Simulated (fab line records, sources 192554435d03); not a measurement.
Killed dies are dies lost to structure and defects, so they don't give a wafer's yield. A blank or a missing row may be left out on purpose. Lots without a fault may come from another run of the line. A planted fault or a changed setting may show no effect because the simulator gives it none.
Split-lot experiment | flow n5_finfet | 7 lots, 39 wafers read, on a route of 1938 steps

THE SPLIT
At N5_BEOL_M14_ETCH_68 (etches SOC in N2/H2, time 450 s), the setting time_s was moved away from the recipe's 450 s on 12 of the 39 wafers read, by -53.4% to +21.3%. The other wafers ran this setting at the recipe's value.

The reading is taken at the split's own step.

THE READING
SiARC_of_BEOL_M14_COAT_66.thk_nm (the simulator's own value, which no gauge read), in nm, at N5_BEOL_M14_ETCH_68 (etches SOC in N2/H2, time 450 s). The file gives no usual value for it. The 27 wafers here that ran the recipe average 64.9 nm, standard deviation 0.61 nm.

wafer  | tool, chamber at the split | time_s as run, s | against the recipe | SiARC_of_BEOL_M14_COAT_66.thk_nm, nm | against lot-mates on the recipe
L075.1 | rie_diel-04, 0,1           | 450              | recipe             | 64.8                                 | -
L075.5 | rie_diel-04, 0,1           | 450              | recipe             | 64.8                                 | -
L075.2 | rie_diel-04, 2             | 450              | recipe             | 64                                   | -
L075.3 | rie_diel-04, 1,2           | 450              | recipe             | 64.6                                 | -
L075.6 | rie_diel-04, 1,2           | 450              | recipe             | 64.6                                 | -
L075.4 | rie_diel-04, 3             | 450              | recipe             | 65                                   | -
L076.1 | rie_diel-04, 0             | 450              | recipe             | 65                                   | -
L076.2 | rie_diel-04, 1             | 450              | recipe             | 64.4                                 | -
L076.3 | rie_diel-04, 2             | 450              | recipe             | 63.8                                 | -
L076.4 | rie_diel-04, 3             | 450              | recipe             | 65.2                                 | -
L076.5 | rie_diel-04, 1,0           | 450              | recipe             | 64.8                                 | -
L076.6 | rie_diel-04, 1,0           | 450              | recipe             | 64.8                                 | -
L079.1 | rie_diel-01, 0             | 450              | recipe             | 64.4                                 | -
L079.2 | rie_diel-01, 3             | 285.2            | -36.6%             | 81                                   | +16.5
L079.3 | rie_diel-01, 2             | 450              | recipe             | 65                                   | -
L079.4 | rie_diel-01, 0             | 450              | recipe             | 64.2                                 | -
L079.5 | rie_diel-01, 3,2           | 285.2            | -36.6%             | 81.2                                 | +16.7
L079.6 | rie_diel-01, 3,2           | 285.2            | -36.6%             | 81.2                                 | +16.7
L081.1 | rie_diel-01, 1             | 450              | recipe             | 64.8                                 | -
L081.2 | rie_diel-01, 3             | 450              | recipe             | 65.6                                 | -
L081.4 | rie_diel-01, 2             | 450              | recipe             | 65                                   | -
L086.1 | rie_diel-03, 3             | 209.7            | -53.4%             | 88.4                                 | +23.0
L086.2 | rie_diel-03, 2             | 209.7            | -53.4%             | 88.8                                 | +23.4
L086.3 | rie_diel-03, 0             | 450              | recipe             | 64.8                                 | -
L086.4 | rie_diel-03, 1             | 450              | recipe             | 65.8                                 | -
L086.5 | rie_diel-03, 2             | 209.7            | -53.4%             | 89                                   | +23.6
L086.6 | rie_diel-03, 1             | 450              | recipe             | 65.6                                 | -
L090.1 | rie_diel-03, 2,0           | 450              | recipe             | 65.4                                 | -
L090.5 | rie_diel-03, 2,0           | 450              | recipe             | 65.4                                 | -
L090.2 | rie_diel-03, 3             | 545.9            | +21.3%             | 54.4                                 | -10.5
L090.3 | rie_diel-03, 1             | 545.9            | +21.3%             | 56.4                                 | -8.5
L090.4 | rie_diel-03, 0             | 545.9            | +21.3%             | 55.6                                 | -9.3
L090.6 | rie_diel-03, 3             | 450              | recipe             | 63.8                                 | -
L096.1 | rie_diel-01, 2,3           | 334.6            | -25.6%             | 77                                   | +11.1
L096.5 | rie_diel-01, 2,3           | 334.6            | -25.6%             | 77                                   | +11.1
L096.2 | rie_diel-01, 3,0           | 450              | recipe             | 65.8                                 | -
L096.4 | rie_diel-01, 3,0           | 450              | recipe             | 65.8                                 | -
L096.3 | rie_diel-01, 1             | 450              | recipe             | 66.2                                 | -
L096.6 | rie_diel-01, 0             | 334.6            | -25.6%             | 76.8                                 | +10.9
Where a row lists several chambers, the file gives one row for several wafers and doesn't say which wafer went through which chamber.

THE FIT
A straight line over all 39 wafers: SiARC_of_BEOL_M14_COAT_66.thk_nm changes by -0.447 nm for each +1% of time_s; r = -1.00; the points scatter about the line by 0.6 nm.
The same after taking each lot's own level away (the mean of its wafers on the recipe; 39 wafers): -0.44 nm for each +1%; r = -1.00; scatter 0.47 nm.
On that fit, the largest move of time_s shifts the reading by 24 nm.
The lots' own levels span 64.53 to 65.93 nm, that is 2.3 times the standard deviation above.
So the lot-to-lot level changes the slope little: the two slopes agree.
Check: with one of the wafers moved furthest among these (-53.4%) left out of the fit, the line predicts +23.6 nm for it against its lot-mates. It came out at +23 nm against them.

OTHER SPLITS ON THESE WAFERS
These wafers also went through other splits before the reading. Each is held against what the fit with the lots' levels taken away leaves over:
other split on the same wafers | wafers away from the commonest value | r with SiARC_of_BEOL_M14_COAT_66.thk_nm (lot level and that fit taken away)
N5_BEOL_M5_ILD_DEP_00 time_s   | 15                                   | -0.01
N5_BEOL_M10_VIA_ETCH_34 time_s | 15                                   | -0.06
N5_BEOL_M12_ILD_DEP_00 time_s  | 12                                   | +0.14

THE FILE'S OWN FIT
SiARC_of_BEOL_M14_COAT_66.thk_nm changes by -0.44 nm for each +1% of time_s, r = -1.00.
